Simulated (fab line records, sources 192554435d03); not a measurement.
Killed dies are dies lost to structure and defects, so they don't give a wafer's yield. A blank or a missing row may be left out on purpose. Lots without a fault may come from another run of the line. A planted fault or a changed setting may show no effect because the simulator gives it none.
Which tool did it? | flow n5_finfet | 12 lots, 30 wafers sampled, at 4 steps of a route of 1938

WHAT THE GAUGES READ, wafer by wafer
N5_FIN_SAQP_CD_MEAS_27: target cd 20 nm. Usual: cd_nm 20.25 nm, standard deviation 0.24.
lot  | measured    | on        | cd_nm (nm)        | flag
L803 | day 2 13:04 | cd_sem-03 | 20.68 20.49 20.08 |
L804 | day 2 18:46 | cd_sem-02 | 20.59 20.11       |
L805 | day 3 02:16 | cd_sem-01 | 20.51 20.59 20.59 |
L806 | day 3 06:11 | cd_sem-01 | 20.14 20.09 20.03 |
L808 | day 3 17:19 | cd_sem-03 | 19.66 20.13       |
L810 | day 4 06:32 | cd_sem-02 | 20.51 20.31       |
L811 | day 4 12:20 | cd_sem-03 | 20.20 27.06 19.85 | OFF
L813 | day 5 01:17 | cd_sem-02 | 27.27 26.92 20.29 | OFF
L817 | day 6 00:10 | cd_sem-02 | 20.44 20.29       |
L819 | day 6 13:26 | cd_sem-02 | 19.85 20.35       |
L821 | day 7 00:10 | cd_sem-02 | 19.77 20.34       |
L824 | day 7 22:07 | cd_sem-03 | 20.30 20.19 20.53 |

WHICH TOOL RAN EACH LOT (tool, then ch and the chambers of the sampled wafers, then the start)
lot  | N5_FIN_SAQP_DESCUM_21             | N5_FIN_SAQP_MANDREL_ETCH_22     | N5_FIN_SAQP_SPACER1_ALD_24
L803 | rie_diel-02 ch 0,1,2, day 2 09:51 | rie_si-03 ch 2,3, day 2 10:08   | ald_sin-03 ch 0,2, day 2 12:08
L804 | rie_diel-05 ch 2,3, day 2 16:42   | rie_si-02 ch 2,3, day 2 17:01   | ald_sin-04 ch 2,3, day 2 18:09
L805 | rie_diel-01 ch 0,1,3, day 3 00:13 | rie_si-05 ch 0,1,3, day 3 00:30 | ald_sin-03 ch 1,3, day 3 01:19
L806 | rie_diel-01 ch 0,1,3, day 3 04:11 | rie_si-02 ch 0,1,2, day 3 04:28 | ald_sin-04 ch 0,1,2, day 3 05:16
L808 | rie_diel-05 ch 1,2, day 3 15:19   | rie_si-05 ch 0,3, day 3 15:36   | ald_sin-04 ch 0,2, day 3 16:24
L810 | rie_diel-05 ch 0,3, day 4 04:26   | rie_si-02 ch 2,3, day 4 04:43   | ald_sin-04 ch 2,3, day 4 05:37
L811 | rie_diel-05 ch 0,1,3, day 4 10:20 | rie_si-02 ch 1,2, day 4 10:37   | ald_sin-03 ch 0,1, day 4 11:26
L813 | rie_diel-02 ch 0,2, day 4 22:10   | rie_si-02 ch 0,1, day 4 22:26   | ald_sin-03 ch 0,3, day 5 00:10
L817 | rie_diel-01 ch 1,2, day 5 21:23   | rie_si-03 ch 1,2, day 5 21:41   | ald_sin-04 ch 0,2, day 5 23:11
L819 | rie_diel-01 ch 0,2, day 6 11:13   | rie_si-03 ch 0,1, day 6 11:30   | ald_sin-04 ch 0,2, day 6 12:28
L821 | rie_diel-01 ch 0,2, day 6 21:26   | rie_si-03 ch 1,2, day 6 21:43   | ald_sin-02 ch 3, day 6 23:12
L824 | rie_diel-01 ch 0,1,2, day 7 18:36 | rie_si-05 ch 1,2,3, day 7 18:53 | ald_sin-04 ch 0,1, day 7 21:09
- N5_FIN_SAQP_DESCUM_21: chemistry O2, time 7.9 s.
- N5_FIN_SAQP_MANDREL_ETCH_22: etches a-Si in HBr/Cl2, stops on SiNx, target depth 60 nm, bt time 10 s, time 30 s.
- N5_FIN_SAQP_SPACER1_ALD_24: deposits SiO2, target thk 20.3 nm, pulse time 1 s, purge time 2 s.

WHAT THE TOOLS THEMSELVES READ (means of the sampled wafers that have a number; where no wafer has one, the mark that the record gives instead)
N5_FIN_SAQP_DESCUM_21. Usual: drypump_motor_current_A 5.5 A, standard deviation 0.41; o2_flow_sccm 224.9 sccm, standard deviation 0.67; oes_product_au 0.82 a.u., standard deviation 0.084; rf_vpp_V 243.7 V, standard deviation 1.5; showerhead_plenum_p_Torr 2.13 Torr, standard deviation 0.088; throttle_valve_pct 20.42 %, standard deviation 0.25.
lot  | tool        | drypump_motor_current_A (A) | o2_flow_sccm (sccm) | oes_product_au (a.u.) | rf_vpp_V (V) | showerhead_plenum_p_Torr (Torr) | throttle_valve_pct (%) | flag
L803 | rie_diel-02 | 5.4                         | 223.9               | 0.87                  | 245.4        | 2.19                            | 20.31                  |
L804 | rie_diel-05 | 5.1                         | 224.5               | 0.81                  | 244.6        | 2.16                            | 20.46                  |
L805 | rie_diel-01 | 5.8                         | 225.5               | 0.75                  | 242.0        | 2.02                            | 20.75                  |
L806 | rie_diel-01 | 5.8                         | 225.8               | 0.74                  | 241.8        | 2.02                            | 20.75                  |
L808 | rie_diel-05 | 5.4                         | 224.9               | 0.76                  | 244.2        | 2.20                            | 20.29                  |
L810 | rie_diel-05 | 5.2                         | 225.3               | 0.93                  | 243.7        | 2.09                            | 20.46                  |
L811 | rie_diel-05 | 5.4                         | 224.9               | 0.88                  | 243.7        | 2.14                            | 20.38                  |
L813 | rie_diel-02 | 5.4                         | 225.0               | 0.84                  | 244.1        | 2.13                            | 20.29                  |
L817 | rie_diel-01 | 5.5                         | 225.1               | 0.90                  | 244.3        | 2.17                            | 20.24                  |
L819 | rie_diel-01 | 5.6                         | 224.9               | 0.76                  | 243.2        | 2.03                            | 20.24                  |
L821 | rie_diel-01 | 5.7                         | 224.8               | 0.76                  | 243.4        | 2.03                            | 20.25                  |
L824 | rie_diel-01 | 5.6                         | 225.1               | 0.81                  | 243.4        | 2.09                            | 20.37                  |

N5_FIN_SAQP_MANDREL_ETCH_22. Usual: drypump_motor_current_A 5.9 A, standard deviation 0.41; oes_product_au 0.773 a.u., standard deviation 0.014; throttle_valve_pct 35.18 %, standard deviation 0.29.
lot  | tool      | drypump_motor_current_A (A) | oes_product_au (a.u.) | throttle_valve_pct (%) | flag
L803 | rie_si-03 | 5.6                         | 0.791                 | 35.06                  |
L804 | rie_si-02 | 5.7                         | 0.782                 | 35.36                  |
L805 | rie_si-05 | 5.8                         | 0.778                 | 35.17                  |
L806 | rie_si-02 | 5.6                         | 0.765                 | 35.33                  |
L808 | rie_si-05 | 5.9                         | 0.779                 | 35.25                  |
L810 | rie_si-02 | 5.6                         | 0.762                 | 35.37                  |
L811 | rie_si-02 | 5.5                         | 0.767                 | 35.17                  |
L813 | rie_si-02 | 6.1                         | 0.751                 | 35.15                  |
L817 | rie_si-03 | 6.0                         | 0.768                 | 35.30                  |
L819 | rie_si-03 | 6.2                         | 0.776                 | 35.44                  |
L821 | rie_si-03 | 6.0                         | 0.778                 | 35.28                  |
L824 | rie_si-05 | 5.9                         | 0.785                 | 34.99                  |

N5_FIN_SAQP_SPACER1_ALD_24. Usual: heater_power_w 460 W, standard deviation 41; precursor_pulse_height_rel 0.998, standard deviation 0.018.
lot  | tool       | heater_power_w (W) | precursor_pulse_height_rel | flag
L803 | ald_sin-03 | 450                | 0.980                      |
L804 | ald_sin-04 | 514                | 1.014                      |
L805 | ald_sin-03 | 432                | 0.984                      |
L806 | ald_sin-04 | 449                | 1.005                      |
L808 | ald_sin-04 | 436                | 1.004                      |
L810 | ald_sin-04 | 520                | 1.004                      |
L811 | ald_sin-03 | 451                | 1.007                      |
L813 | ald_sin-03 | 424                | 0.993                      |
L817 | ald_sin-04 | 456                | 1.003                      |
L819 | ald_sin-04 | 446                | 1.022                      |
L821 | ald_sin-02 | 416                | 1.008                      |
L824 | ald_sin-04 | 414                | 0.997                      |

THE ANSWER, worked out from the rows above alone
Rule: a lot is off if the mean of its wafers that have a number lies more than 3 standard deviations from the usual mean. A lot without any number at a reading at which 4 lots or more have one is off too. The other lots that the step has rows for count as sound. The gauges are gone through in route order, then the tools' own readings, and for those a lot's mean is taken as printed above. The first step at which some lot is off is used, and at that step the reading that is off furthest; a lot without a number counts as furthest.
Off: L811, L813, at N5_FIN_SAQP_CD_MEAS_27 (cd_nm).
A tool fits if, at a process step before that reading, it ran every lot that is off, and no sound lot after the first of them. The gauges at N5_FIN_SAQP_CD_MEAS_27 are tried like those tools. Can't be told from this: 2 tools fit, rie_si-02 at N5_FIN_SAQP_MANDREL_ETCH_22, ald_sin-03 at N5_FIN_SAQP_SPACER1_ALD_24.

WHAT THE SIMULATOR HAD PUT IN
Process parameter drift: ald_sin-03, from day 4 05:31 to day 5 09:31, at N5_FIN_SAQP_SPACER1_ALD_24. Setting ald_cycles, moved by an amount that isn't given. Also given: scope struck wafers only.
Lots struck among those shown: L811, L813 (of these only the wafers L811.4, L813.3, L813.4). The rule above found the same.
